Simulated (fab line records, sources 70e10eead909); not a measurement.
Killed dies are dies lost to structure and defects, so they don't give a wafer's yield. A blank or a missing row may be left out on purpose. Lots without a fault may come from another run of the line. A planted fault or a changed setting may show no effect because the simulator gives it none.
Which tool did it? | flow nand_harc | 6 lots, 18 wafers sampled, at 1 step of a route of 1302

WHAT THE GAUGES READ, wafer by wafer
NHARC_A_CHANNEL_HOLE_D1_CD_MEAS_18.
lot  | measured     | on        | cd_nm (nm)
L586 | day 9 15:35  | cd_sem-02 | 99.1 93.6 98.9
L589 | day 10 16:14 | cd_sem-01 | 96.7 99.2 97.5
L596 | day 13 12:31 | cd_sem-02 | 96.4 99.8 100.3
L603 | day 16 06:03 | cd_sem-01 | 99.8 100.9 102.3
L605 | day 17 08:55 | cd_sem-03 | 99.6 98.7 99.7
L607 | day 17 20:32 | cd_sem-01 | 97.0 101.4 96.5

WHICH TOOL RAN EACH LOT (tool, then ch and the chambers of the sampled wafers, then the start)
The record holds no process step before these readings.

THE ANSWER, worked out from the rows above alone
Rule: what is usual is taken from the lots themselves. Put in order of their means at a reading, lots are off if they are a third of the lots or fewer, leave a main group of 4 or more, and stand apart from it by a gap of 3 or more times the standard deviation of the main group's means; of several such gaps the widest counts. A main group whose means are all the same, to the digits that the tables above print for the reading, isn't used. A lot without any number at a reading at which 4 lots or more have one is off too. The other lots that the step has rows for count as sound.
No lot is off at any reading shown: from this, nothing can be told.

WHAT THE SIMULATOR HAD PUT IN
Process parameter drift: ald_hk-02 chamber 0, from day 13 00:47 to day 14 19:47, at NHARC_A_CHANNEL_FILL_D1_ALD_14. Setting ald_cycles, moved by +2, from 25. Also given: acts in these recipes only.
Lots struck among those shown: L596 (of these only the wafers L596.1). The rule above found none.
